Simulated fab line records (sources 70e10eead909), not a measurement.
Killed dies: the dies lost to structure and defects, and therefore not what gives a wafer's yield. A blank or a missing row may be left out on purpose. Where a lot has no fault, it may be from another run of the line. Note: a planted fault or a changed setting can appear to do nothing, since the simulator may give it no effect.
Chamber matching	flow nand_harc	cmp-04 running NHARC_A_WL_FILL_CMP_12: 4 sister chambers
The step polishes, t overpolish 30 s, target thk 75 nm. 4 wafers are shown with their chamber, then 10 later ones without.

WAFERS WITH THEIR CHAMBER
wafer	chamber	motor_current_A (A)
L087.5	1	9.0
L089.2	2	9.7
L088.1	3	11.3
L088.2	0	12.5

WAFERS WHOSE CHAMBER IS MISSING
wafer	motor_current_A (A)
L088.4	10.6
L090.1	10.7
L090.3	12.8
L090.6	10.5
L092.1	10.5
L092.2	10.4
L092.4	12.5
L091.1	10.0
L091.5	9.8
L091.6	12.5

EACH ONE'S CHAMBER
wafer	from the rows above	in truth
L088.4	can't be placed: 3 or 2 or 1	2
L090.1	can't be placed: 3 or 2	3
L090.3	0	0
L090.6	can't be placed: 2 or 3 or 1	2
L092.1	can't be placed: 2 or 3 or 1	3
L092.2	can't be placed: 2 or 3 or 1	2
L092.4	0	0
L091.1	can't be placed: 2 or 1 or 3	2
L091.5	can't be placed: 2 or 1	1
L091.6	0	0
Correct placement for 3 of the 10. Not placeable from these rows: 7 (in 7, the candidates include the true chamber). Placed wrongly: 0.
How it was worked out, from the rows above alone: a wafer's distance from a chamber is the root of the sum, over the readings, of the square of ((its reading less the chamber's mean) divided by the reading's scatter). If the next closest chamber is less than 2 further off than the closest, the wafer can't be placed; otherwise it belongs to the closest. The mean given for a chamber averages the wafers shown for that chamber. The scatter: root of mean squared gap, hidden wafer to nearest shown wafer, with one shown wafer a chamber.
